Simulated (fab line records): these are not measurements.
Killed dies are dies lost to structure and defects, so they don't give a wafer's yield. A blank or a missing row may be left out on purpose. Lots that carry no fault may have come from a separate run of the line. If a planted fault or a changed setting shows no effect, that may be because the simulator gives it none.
fab line records ; flow n5-finfet
record: lots: 7; wafers: 39
route steps=1938 shown FIN_SAQP@98 SD_EPI_N@269 SD_EPI_P@312 GATE_CUT@490 BEOL_M0_SAQP@636 BEOL_M1@818 BEOL_M3@931 BEOL_M5@1160 BEOL_M9@1461 BEOL_M10@1470 BEOL_M14@1730 BEOL_M15@1807 PASSIVATION@1923
start-h: hours from the record's opening day to when the first of the lot's shown wafers began ; wait-h: hours from the lot's prior step to this one ; " the same as in the row above ; L1.1+2: a row that stands for several wafers ; - either no value or no given start ; * or withheld: withheld ; < > ~ a bound
route shown NAME@n: names a module that has steps shown in the file, with the first one's number in the route ; usual: mean/standard deviation of fault-free wafers ; same: alike in all rows ; chamber/n: place in a boat ; sites: per-site readings ; _std_site: the values' standard deviation ; _edge_site: mean of outer sites minus mean of inner sites ; radius-mm: for every site, how far away it sits from the centre of the wafer ; mask NAME#n: copy n ; behind: the tool/chamber that last shaped the wafer ; hold: what put the lot on hold/how long, in hours/how the hold closed ; device: whichever transistor did not switch (one of n, p or np) ; end of line: the same wafers' tests at the end of the route ; where a step has no rows: the recipe by itself ; killed: not the wafer's yield, but the dies lost to structure and defects at the first sort ; map: dies across one wafer; x = killed, . = not, _ = none there
set.NAME: the setting the step ran with; set.NAME@STEP: the setting that earlier step ran with ; model.NAME: the simulator's own value behind a step, which no gauge read
lots run with intentionally changed settings; tables by step, rows by wafer
== steps ==
step: N5_FIN_SAQP_PECVD_47
recipe: material: a-Si; target-thk-a: 450; temp-c: 400; precursor: SiH4/He; pressure-torr: 3; rf-w: 100; time-s: 36.3
step: N5_SD_EPI_N_DEVELOP_08
recipe: develop-time-s: 30; developer: TMAH; resist: CAR-ArF-block; dev-temp-c: 23; rinse-liquid: diw; dry: air-spin
step: N5_SD_EPI_P_ETCH_16
recipe: chemistry: CHF3/O2; target: SiO2; target-depth-a: 50; mask-material: SOC; pressure-mtorr: 30; source-w: 650; bias-w: 170; Ar_flow_sccm: 200; CHF3_flow_sccm: 50; O2_flow_sccm: 5; ion-energy-ev: 200
step: N5_GATE_CUT_DESCUM_18
recipe: chemistry: O2; time-s: 7; source-power-w: 50; bias-power-w: 20; pressure-mtorr: 20; rf-frequency-hz: 2.712e+07; temp-c: 40; resist: CAR-EUV; o2-flow-sccm: 225
step: N5_BEOL_M0_SAQP_PECVD_96
recipe: material: a-Si; target-thk-a: 450; temp-c: 350; precursor: SiH4/He; pressure-torr: 3; rf-w: 100; time-s: 45.2
step: N5_BEOL_M1_SPUTTER_81
recipe: material: Cu; target-thk-a: 45; temp-c: -20; chamber-pressure-pa: 0.07; power-w: withheld; time-s: 8.29
step: N5_BEOL_M3_ILD_DEP_00
recipe: material: SiOC; target-thk-a: 790; temp-c: 350; precursor: DEMS/O2; pressure-torr: 5; rf-w: 500; time-s: 15.3
step: N5_BEOL_M5_TRENCH_ETCH_37
recipe: chemistry: C4F6/O2; target-depth-a: 716.52; target: SiCOH_lowk; time-s: 24.7; ion-energy-ev: 250; pressure-mtorr: 30; source-w: 345; bias-w: 185; Ar_flow_sccm: 300; C4F6_flow_sccm: 10; O2_flow_sccm: 10
step: N5_BEOL_M5_CVD_47
recipe: material: Co; target-thk-a: 30; temp-c: withheld; precursor: CCTBA/H2; pressure-torr: 30; time-s: 216
step: N5_BEOL_M9_SPUTTER_48
recipe: material: Cu; target-thk-a: 120; temp-c: -20; bias-v: 60; power-w: 26000; chamber-pressure-pa: 0.13; time-s: 2
step: N5_BEOL_M10_ILD_DEP_00
recipe: material: SiCOH_lowk; target-thk-a: 3085.1; temp-c: 300; precursor: DEMS/porogen; pressure-torr: 5; rf-w: 500; time-s: 58
step: N5_BEOL_M14_ETCH_59
recipe: chemistry: N2/H2; target: BARC; target-depth-a: 890; overetch-a: 267; time-s: 67.9; ion-energy-ev: 200; pressure-mtorr: 30; source-w: 840; bias-w: 150; n2-flow-sccm: 200; h2-flow-sccm: 200
step: N5_BEOL_M15_DESCUM_33
recipe: chemistry: O2; time-s: 7.9; source-power-w: 50; bias-power-w: 20; pressure-mtorr: 20; rf-frequency-hz: 2.712e+07; temp-c: 40; o2-flow-sccm: 225
step: N5_PASSIVATION_DEVELOP_43
recipe: develop-time-s: 60; rinse-liquid: diw; dry: air-spin; dev-temp-c: 21
step: N5_PASSIVATION_PROBE_49
usual: killed_at_M4_up: 14/5.2
lot.wafer;tool;chamber;start-h;wait-h;set.time-s@FIN_SAQP_PECVD_47;set.develop-time-s@SD_EPI_N_DEVELOP_08;set.target-depth-a@SD_EPI_P_ETCH_16;set.time-s@GATE_CUT_DESCUM_18;set.time-s@BEOL_M0_SAQP_PECVD_96;set.time-s@BEOL_M1_SPUTTER_81;set.target-thk-a@BEOL_M3_ILD_DEP_00;set.target-depth-a@BEOL_M5_TRENCH_ETCH_37;set.target-thk-a@BEOL_M5_CVD_47;set.target-thk-a@BEOL_M9_SPUTTER_48;set.target-thk-a@BEOL_M10_ILD_DEP_00;set.time-s@BEOL_M14_ETCH_59;set.time-s@BEOL_M15_DESCUM_33;set.develop-time-s@PASSIVATION_DEVELOP_43;killed_at_M4_up
L076.3;prober-01;-;338.37;0.1;36.3;30;50;7;45.2;8.29;790;716.52;30;120;3085.1;67.9;7.9;60;8
L076.4;prober-01;-;338.42;0.2;36.3;30;50;7;45.2;8.29;790;716.52;30;120;3085.1;67.9;7.9;60;8
L076.5;prober-01;-;338.47;0.2;36.3;30;50;7;45.2;8.29;790;716.52;30;120;3085.1;67.9;7.9;60;13
L079.1;prober-01;-;344.30;0.0;36.3;30;50;7;45.2;8.29;924.6;716.52;15.26;120;3085.1;67.9;11.63;60;14
L079.2;prober-01;-;344.35;0.1;36.3;40.37;33.8;7;45.2;8.29;790;895.4;15.26;120;4805;86.94;7.9;60;1108
L079.3;prober-01;-;344.40;0.1;36.3;40.37;50;5.423;45.2;8.29;924.6;716.52;30;120;4805;86.94;11.63;60;1099
L079.4;prober-01;-;344.45;0.2;36.3;30;33.8;7;45.2;8.29;790;716.52;30;120;3085.1;67.9;7.9;60;25
L079.5;prober-01;-;344.50;0.2;36.3;30;50;5.423;45.2;8.29;790;895.4;30;120;3085.1;86.94;7.9;60;18
L079.6;prober-01;-;344.55;0.3;36.3;40.37;33.8;5.423;45.2;8.29;924.6;895.4;15.26;120;4805;67.9;11.63;60;1060
L081.1;prober-01;-;377.98;0.0;36.3;30;33.81;7;29.29;8.29;640.9;716.52;30;120;3085.1;82.45;5.602;60;11
L081.2;prober-01;-;378.03;0.1;36.3;30;50;7;29.29;12.25;790;716.52;30;120;3629;67.9;7.9;60;11
L081.3;prober-01;-;378.08;0.1;27.2;36;50;7;29.29;8.29;640.9;441.5;24.58;120;3629;67.9;5.602;60;97
L081.4;prober-01;-;378.13;0.2;27.2;30;33.81;7;45.2;8.29;790;716.52;24.58;187.2;3629;82.45;7.9;60;18
L081.5;prober-01;-;378.18;0.2;27.2;36;33.81;7;45.2;12.25;640.9;441.5;30;187.2;3085.1;67.9;7.9;60;88
L081.6;prober-01;-;378.23;0.3;36.3;36;50;7;45.2;12.25;790;441.5;24.58;187.2;3085.1;82.45;5.602;60;85
L091.1;prober-01;-;420.03;0.0;36.3;30;62.92;9.02;45.2;8.29;790;944.6;30;120;3085.1;47.02;12.32;60;9
L091.2;prober-01;-;420.08;0.1;36.3;15.34;50;9.02;45.2;8.29;380.3;716.52;12.42;120;3085.1;67.9;7.9;60;8
L091.3;prober-01;-;420.13;0.1;36.3;30;50;7;54.36;8.29;790;716.52;30;120;3085.1;67.9;12.32;29;25
L091.4;prober-01;-;420.18;0.2;36.3;15.34;62.92;7;45.2;8.29;380.3;716.52;12.42;120;3085.1;47.02;12.32;29;26
L091.5;prober-01;-;420.23;0.2;36.3;15.34;50;9.02;54.36;8.29;790;944.6;12.42;120;3085.1;67.9;7.9;29;13
L091.6;prober-01;-;420.28;0.3;36.3;30;62.92;7;54.36;8.29;380.3;944.6;30;120;3085.1;47.02;7.9;60;27
L092.1;prober-02;-;439.42;0.0;36.3;30;67.46;11.07;55.45;6.884;790;716.52;25.41;120;4198;83.03;7.9;60;1066
L092.2;prober-02;-;439.47;0.1;36.3;30;67.46;11.07;45.2;6.884;790;604.8;30;56.11;4198;83.03;7.9;60;1069
L092.3;prober-02;-;439.52;0.1;36.3;30;67.46;7;45.2;8.29;790;716.52;25.41;56.11;3085.1;67.9;7.9;60;141
L092.4;prober-02;-;439.57;0.2;36.3;30;50;11.07;55.45;8.29;790;716.52;30;120;4198;67.9;7.9;60;1091
L092.5;prober-02;-;439.62;0.2;36.3;30;50;7;45.2;8.29;790;604.8;30;120;3085.1;83.03;7.9;60;11
L092.6;prober-02;-;439.67;0.3;36.3;30;50;7;55.45;6.884;790;604.8;25.41;56.11;3085.1;67.9;7.9;60;158
L094.1;prober-02;-;460.04;0.0;36.3;30;50;4.585;45.2;13.26;790;716.52;38.96;145.1;3943;67.9;11.49;86.91;1098
L094.2;prober-02;-;460.09;0.1;43.56;30;21.46;7;45.2;13.26;790;1120;38.96;120;3085.1;100.6;11.49;60;311
L094.3;prober-02;-;460.14;0.1;36.3;41.4;50;7;45.2;8.29;790;716.52;38.96;145.1;3085.1;67.9;7.9;60;13
L094.4;prober-02;-;460.19;0.2;36.3;41.4;21.46;4.585;45.2;8.29;790;1120;30;120;3943;67.9;7.9;60;1109
L094.5;prober-02;-;460.24;0.2;43.56;41.4;21.46;7;45.2;13.26;790;716.52;30;120;3943;100.6;7.9;86.91;1104
L094.6;prober-02;-;460.29;0.3;43.56;30;50;4.585;45.2;8.29;790;1120;30;145.1;3085.1;100.6;11.49;86.91;133
L095.1;prober-02;-;488.66;0.0;17.33;30;50;7;55.15;8.29;790;716.52;30;120;1867;67.9;9.118;27.32;241
L095.2;prober-02;-;488.71;0.1;36.3;47.39;70.84;7;55.15;5.698;790;906.2;41.94;120;1867;67.9;9.118;60;606
L095.3;prober-02;-;488.76;0.1;17.33;30;70.84;5.059;55.15;5.698;1185;716.52;30;120;3085.1;67.9;9.118;60;7
L095.4;prober-02;-;488.81;0.2;17.33;47.39;70.84;5.059;45.2;8.29;1185;906.2;30;120;1867;67.9;7.9;27.32;19
L095.5;prober-02;-;488.86;0.2;36.3;30;50;5.059;45.2;8.29;790;906.2;41.94;120;3085.1;67.9;7.9;27.32;10
L095.6;prober-02;-;488.91;0.3;36.3;47.39;50;7;45.2;5.698;1185;716.52;41.94;120;3085.1;67.9;7.9;60;11
killed by level:class
L076.3 BEOL_M2:geometric-particle:open=8 MOL_CONTACT_COAG:geometric-particle:open=6 BEOL_M1:geometric-particle:open=6 FIN_SAQP:geometric-particle:open=4 BEOL_M1:geometric-particle:short=4 BEOL_M0_SAQP:geometric-particle:open=4 BEOL_M0_SAQP:geometric-particle:short=4 STARTING-WAFER:geometric-particle:short=4
L076.4 BEOL_M2:geometric-particle:open=7 STI_FIN_REVEAL:geometric-particle:open=6 FIN_SAQP:geometric-particle:short=5 GATE_CUT:geometric-particle:short=5 MOL_CONTACT_COAG:geometric-particle:open=5 BEOL_M0_SAQP:geometric-particle:open=5 BEOL_M1:geometric-particle:open=5 FIN_SAQP:geometric-particle:open=3
L076.5 MOL_CONTACT_COAG:geometric-particle:open=12 GATE_CUT:geometric-particle:short=6 BEOL_M1:geometric-particle:open=5 FIN_SAQP:geometric-particle:open=4 BEOL_M0_SAQP:geometric-particle:short=4 BEOL_M4:geometric-particle:open=4 BEOL_M2:geometric-particle:open=3 BEOL_M7:geometric-particle:open=3
L079.1 BEOL_M3:geometric-particle:open=15 MOL_CONTACT_COAG:geometric-particle:open=14 DUMMY_GATE:geometric-particle:open=10 BEOL_M0_SAQP:geometric-particle:open=9 BEOL_M0_SAQP:geometric-particle:short=9 BEOL_M2:geometric-particle:open=8 BEOL_M4:geometric-particle:open=7 BEOL_M1:geometric-particle:open=4
L079.2 BEOL_M10:area-etch=1095 BEOL_M0_SAQP:geometric-particle:open=11 BEOL_M2:geometric-particle:open=10 MOL_CONTACT_COAG:geometric-particle:open=6 BEOL_M3:geometric-particle:open=6 BEOL_M4:geometric-particle:open=5 BEOL_M0_SAQP:geometric-particle:short=4 BEOL_M3:geometric-particle:short=4
L079.3 BEOL_M10:area-etch=1088 BEOL_M1:geometric-particle:open=12 MOL_CONTACT_COAG:geometric-particle:open=10 BEOL_M0_SAQP:geometric-particle:open=9 DUMMY_GATE:geometric-particle:open=6 GATE_CUT:geometric-particle:short=4 BEOL_M2:geometric-particle:open=4 BEOL_M3:geometric-particle:open=4
L079.4 MOL_CONTACT_COAG:geometric-particle:open=21 BEOL_M3:geometric-particle:open=9 MOL_CONTACT_COAG:geometric-particle:short=8 BEOL_M4:geometric-particle:open=8 FIN_SAQP:geometric-particle:open=6 BEOL_M0_SAQP:geometric-particle:open=5 HKMG_FIN:area-etch=5 GATE_CUT:geometric-particle:open=4
L079.5 BEOL_M2:geometric-particle:open=12 BEOL_M3:geometric-particle:open=12 FIN_SAQP:geometric-particle:short=11 FIN_SAQP:geometric-particle:open=8 MOL_CONTACT_COAG:geometric-particle:open=7 BEOL_M4:geometric-particle:open=7 STI_FIN_REVEAL:geometric-particle:open=6 BEOL_M0_SAQP:geometric-particle:short=5
L079.6 BEOL_M10:area-etch=1042 MOL_CONTACT_COAG:geometric-particle:open=17 BEOL_M0_SAQP:geometric-particle:open=13 FIN_SAQP:geometric-particle:open=11 BEOL_M1:geometric-particle:open=11 BEOL_M0_SAQP:geometric-particle:short=11 BEOL_M2:geometric-particle:open=9 BEOL_M3:geometric-particle:open=8
L081.1 FIN_SAQP:geometric-particle:open=13 MOL_CONTACT_COAG:geometric-particle:open=11 BEOL_M0_SAQP:geometric-particle:open=8 FIN_SAQP:geometric-particle:short=7 STI_FIN_REVEAL:geometric-particle:open=7 BEOL_M0_SAQP:geometric-particle:short=6 BEOL_M2:geometric-particle:open=6 DUMMY_GATE:geometric-particle:open=5
L081.2 FIN_SAQP:geometric-particle:short=15 BEOL_M2:geometric-particle:open=13 FIN_SAQP:geometric-particle:open=11 MOL_CONTACT_COAG:geometric-particle:open=11 STI_FIN_REVEAL:geometric-particle:open=8 BEOL_M3:geometric-particle:open=6 BEOL_M0_SAQP:geometric-particle:short=4 BEOL_M0_SAQP:geometric-particle:open=3
L081.3 BEOL_M5:area-ecd=72 BEOL_M4:geometric-particle:open=16 MOL_CONTACT_COAG:geometric-particle:open=10 BEOL_M0_SAQP:geometric-particle:open=9 BEOL_M2:geometric-particle:open=9 FIN_SAQP:geometric-particle:open=8 STI_FIN_REVEAL:geometric-particle:open=8 BEOL_M1:geometric-particle:open=7
L081.4 STI_FIN_REVEAL:geometric-particle:open=8 BEOL_M0_SAQP:geometric-particle:short=7 MOL_CONTACT_COAG:geometric-particle:open=6 BEOL_M0_SAQP:geometric-particle:open=6 BEOL_M4:geometric-particle:open=6 DUMMY_GATE:geometric-particle:open=5 GATE_CUT:geometric-particle:short=5 BEOL_M3:geometric-particle:open=4
L081.5 BEOL_M5:area-ecd=68 BEOL_M0_SAQP:geometric-particle:short=20 FIN_SAQP:geometric-particle:short=11 STI_FIN_REVEAL:geometric-particle:open=11 FIN_SAQP:geometric-particle:open=8 MOL_CONTACT_COAG:geometric-particle:open=8 BEOL_M4:geometric-particle:open=8 BEOL_M0_SAQP:geometric-particle:open=7
L081.6 BEOL_M5:area-ecd=68 BEOL_M0_SAQP:geometric-particle:short=11 BEOL_M0_SAQP:geometric-particle:open=11 FIN_SAQP:geometric-particle:short=10 FIN_SAQP:geometric-particle:open=8 MOL_CONTACT_COAG:geometric-particle:open=8 BEOL_M3:geometric-particle:open=8 STARTING-WAFER:geometric-particle:short=8
L091.1 STI_FIN_REVEAL:geometric-particle:open=8 MOL_CONTACT_COAG:geometric-particle:open=6 PASSIVATION:area-etch=6 BEOL_M0_SAQP:geometric-particle:short=5 BEOL_M4:geometric-particle:open=5 STARTING-WAFER:geometric-particle:short=5 FIN_SAQP:geometric-particle:short=4 GATE_CUT:geometric-particle:short=4
L091.2 BEOL_M3:area-dep=1104 BEOL_M0_SAQP:geometric-particle:open=7 STARTING-WAFER:geometric-particle:open=6 STI_FIN_REVEAL:geometric-particle:open=5 DUMMY_GATE:geometric-particle:open=5 MOL_CONTACT_COAG:geometric-particle:open=4 BEOL_M0_SAQP:geometric-particle:short=4 MIM_TOP_ETCH:geometric-particle:short=4
L091.3 BEOL_M4:geometric-particle:open=16 STI_FIN_REVEAL:geometric-particle:open=15 BEOL_M2:geometric-particle:open=8 MOL_CONTACT_COAG:geometric-particle:open=7 BEOL_M3:geometric-particle:open=6 MOL_CONTACT_COAG:geometric-particle:short=5 BEOL_M0_SAQP:geometric-particle:open=5 STARTING-WAFER:geometric-particle:open=5
L091.4 BEOL_M3:area-dep=1073 BEOL_M0_SAQP:geometric-particle:open=8 BEOL_M0_SAQP:geometric-particle:short=7 BEOL_M3:geometric-particle:open=7 BEOL_M4:geometric-particle:open=7 BEOL_M3:geometric-particle:short=6 GATE_CUT:geometric-particle:short=6 MOL_CONTACT_COAG:geometric-particle:open=6
L091.5 FIN_SAQP:geometric-particle:open=8 MOL_CONTACT_COAG:geometric-particle:open=8 BEOL_M3:geometric-particle:open=8 BEOL_M4:geometric-particle:open=8 BEOL_M0_SAQP:geometric-particle:short=6 GATE_CUT:geometric-particle:short=5 BEOL_M0_SAQP:geometric-particle:open=5 FIN_SAQP:geometric-particle:short=4
L091.6 BEOL_M3:area-dep=1061 BEOL_M4:geometric-particle:open=18 STI_FIN_REVEAL:geometric-particle:open=11 FIN_SAQP:geometric-particle:open=8 ILD0:geometric-particle:open=7 BEOL_M1:geometric-particle:open=7 FIN_SAQP:geometric-particle:short=6 MOL_CONTACT_COAG:geometric-particle:open=6
L092.1 BEOL_M10:area-etch=1052 BEOL_M2:geometric-particle:open=20 STI_FIN_REVEAL:geometric-particle:open=15 BEOL_M1:geometric-particle:open=11 MOL_CONTACT_COAG:geometric-particle:open=8 FIN_SAQP:geometric-particle:open=7 BEOL_M0_SAQP:geometric-particle:open=6 BEOL_M0_SAQP:geometric-particle:short=5
L092.2 BEOL_M10:area-etch=914 BEOL_M9:interface-void-opened=145 BEOL_M1:geometric-particle:open=18 BEOL_M3:geometric-particle:open=11 BEOL_M0_SAQP:geometric-particle:short=9 BEOL_M0_SAQP:geometric-particle:open=9 STI_FIN_REVEAL:geometric-particle:open=7 BEOL_M2:geometric-particle:open=7
L092.3 BEOL_M9:interface-void-opened=132 BEOL_M1:geometric-particle:open=15 BEOL_M2:geometric-particle:open=11 STI_FIN_REVEAL:geometric-particle:open=10 FIN_SAQP:geometric-particle:open=9 MOL_CONTACT_COAG:geometric-particle:open=9 BEOL_M3:geometric-particle:open=5 STI_FIN_REVEAL:geometric-particle:short=4
L092.4 BEOL_M10:area-etch=1072 FIN_SAQP:geometric-particle:open=10 BEOL_M2:geometric-particle:open=9 STI_FIN_REVEAL:geometric-particle:open=9 BEOL_M1:geometric-particle:open=9 MOL_CONTACT_COAG:geometric-particle:open=6 BEOL_M0_SAQP:geometric-particle:short=6 BEOL_M3:geometric-particle:open=5
L092.5 BEOL_M0_SAQP:geometric-particle:short=8 BEOL_M1:geometric-particle:open=8 BEOL_M2:geometric-particle:open=8 BEOL_M3:geometric-particle:open=8 MOL_CONTACT_COAG:geometric-particle:open=6 BEOL_M0_SAQP:geometric-particle:open=6 FIN_SAQP:geometric-particle:open=5 GATE_CUT:geometric-particle:open=5
L092.6 BEOL_M9:interface-void-opened=140 BEOL_M3:geometric-particle:open=9 BEOL_M2:geometric-particle:open=8 BEOL_M4:geometric-particle:open=8 DUMMY_GATE:geometric-particle:open=7 BEOL_M1:geometric-particle:open=7 MOL_CONTACT_COAG:geometric-particle:open=6 FIN_SAQP:geometric-particle:open=5
L094.1 BEOL_M10:area-etch=1088 BEOL_M1:geometric-particle:open=12 BEOL_M3:geometric-particle:open=9 BEOL_M0_SAQP:geometric-particle:short=8 BEOL_M0_SAQP:geometric-particle:open=8 MOL_CONTACT_COAG:geometric-particle:open=7 BEOL_M3:geometric-particle:short=6 FIN_SAQP:geometric-particle:open=5
L094.2 BEOL_M5:area-etch=299 BEOL_M2:geometric-particle:open=10 GATE_CUT:geometric-particle:short=9 GATE_CUT:geometric-particle:open=9 MOL_CONTACT_COAG:geometric-particle:open=9 FIN_SAQP:geometric-particle:short=8 FIN_SAQP:geometric-particle:open=5 STARTING-WAFER:geometric-particle:short=5
L094.3 MOL_CONTACT_COAG:geometric-particle:open=12 BEOL_M2:geometric-particle:open=11 BEOL_M0_SAQP:geometric-particle:short=9 BEOL_M1:geometric-particle:open=9 BEOL_M0_SAQP:geometric-particle:open=8 GATE_CUT:geometric-particle:short=7 FIN_SAQP:geometric-particle:short=6 BEOL_M3:geometric-particle:open=6
L094.4 BEOL_M10:area-etch=1098 BEOL_M3:geometric-particle:open=8 BEOL_M3:geometric-particle:short=7 BEOL_M1:geometric-particle:open=7 BEOL_M0_SAQP:geometric-particle:open=6 MOL_CONTACT_COAG:geometric-particle:open=6 BEOL_M2:geometric-particle:open=6 BEOL_M1:geometric-particle:short=5
L094.5 BEOL_M10:area-etch=1094 BEOL_M3:geometric-particle:open=14 BEOL_M1:geometric-particle:open=9 MOL_CONTACT_COAG:geometric-particle:open=6 BEOL_M0_SAQP:geometric-particle:short=6 FIN_SAQP:geometric-particle:open=5 GATE_CUT:geometric-particle:short=5 BEOL_M0_SAQP:geometric-particle:open=5
L094.6 BEOL_M5:area-etch=124 MOL_CONTACT_COAG:geometric-particle:open=14 BEOL_M3:geometric-particle:open=13 BEOL_M0_SAQP:geometric-particle:open=10 BEOL_M0_SAQP:geometric-particle:short=9 BEOL_M2:geometric-particle:open=9 BEOL_M1:geometric-particle:open=5 GATE_CUT:geometric-particle:short=4
L095.1 BEOL_M10:area-dep=233 MOL_CONTACT_COAG:geometric-particle:open=25 FIN_SAQP:geometric-particle:open=11 BEOL_M0_SAQP:geometric-particle:short=11 BEOL_M2:geometric-particle:open=9 BEOL_M0_SAQP:geometric-particle:open=8 BEOL_M3:geometric-particle:open=6 STI_FIN_REVEAL:geometric-particle:open=4
L095.2 BEOL_M10:area-dep=593 MOL_CONTACT_COAG:geometric-particle:open=15 FIN_SAQP:geometric-particle:short=12 BEOL_M0_SAQP:geometric-particle:short=12 BEOL_M0_SAQP:geometric-particle:open=11 BEOL_M2:geometric-particle:open=9 BEOL_M1:geometric-particle:open=7 FIN_SAQP:geometric-particle:open=6
L095.3 BEOL_M3:area-dep=1092 MOL_CONTACT_COAG:geometric-particle:open=22 BEOL_M2:geometric-particle:open=7 FIN_SAQP:geometric-particle:open=6 BEOL_M1:geometric-particle:open=6 BEOL_M0_SAQP:geometric-particle:open=6 STI_FIN_REVEAL:geometric-particle:open=5 MOL_CONTACT_COAG:geometric-particle:short=5
L095.4 BEOL_M3:area-dep=1078 MOL_CONTACT_COAG:geometric-particle:open=12 FIN_SAQP:geometric-particle:short=10 BEOL_M0_SAQP:geometric-particle:open=10 BEOL_M2:geometric-particle:open=8 BEOL_M4:geometric-particle:open=5 BEOL_M0_SAQP:geometric-particle:short=4 BEOL_M4:geometric-particle:short=4
L095.5 MOL_CONTACT_COAG:geometric-particle:open=12 BEOL_M0_SAQP:geometric-particle:short=10 BEOL_M0_SAQP:geometric-particle:open=10 BEOL_M2:geometric-particle:open=10 GATE_CUT:geometric-particle:short=5 BEOL_M0:geometric-particle:open=5 BEOL_M1:geometric-particle:short=4 BEOL_M3:geometric-particle:open=4
L095.6 BEOL_M3:area-dep=1056 BEOL_M0_SAQP:geometric-particle:open=16 BEOL_M0_SAQP:geometric-particle:short=15 FIN_SAQP:geometric-particle:short=14 FIN_SAQP:geometric-particle:open=12 DUMMY_GATE:geometric-particle:open=6 MOL_CONTACT_COAG:geometric-particle:open=6 BEOL_M3:geometric-particle:open=6
== key ==
split: step: N5_FIN_SAQP_PECVD_47; setting: time-s; stated-as: 36.3
response none clear
split: step: N5_SD_EPI_N_DEVELOP_08; setting: develop-time-s; stated-as: 30
response none clear
split: step: N5_SD_EPI_P_ETCH_16; setting: target-depth-a; stated-as: 50
response none clear
split: step: N5_GATE_CUT_DESCUM_18; setting: time-s; stated-as: 7
response none clear
split: step: N5_BEOL_M0_SAQP_PECVD_96; setting: time-s; stated-as: 45.2
response none clear
split: step: N5_BEOL_M1_SPUTTER_81; setting: time-s; stated-as: 8.29
response none clear
split: step: N5_BEOL_M3_ILD_DEP_00; setting: target-thk-a; stated-as: 790
response none clear
split: step: N5_BEOL_M5_TRENCH_ETCH_37; setting: target-depth-a; stated-as: 716.52
response none clear
split: step: N5_BEOL_M5_CVD_47; setting: target-thk-a; stated-as: 30
response none clear
split: step: N5_BEOL_M9_SPUTTER_48; setting: target-thk-a; stated-as: 120
response none clear
split: step: N5_BEOL_M10_ILD_DEP_00; setting: target-thk-a; stated-as: 3085.1
response: step: N5_PASSIVATION_PROBE_49; reading: killed_at_M4_up; slope: +15.1; per: 1%; together-with: all; explained: 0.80
split: step: N5_BEOL_M14_ETCH_59; setting: time-s; stated-as: 67.9
response none clear
split: step: N5_BEOL_M15_DESCUM_33; setting: time-s; stated-as: 7.9
response none clear
split: step: N5_PASSIVATION_DEVELOP_43; setting: develop-time-s; stated-as: 60
response none clear
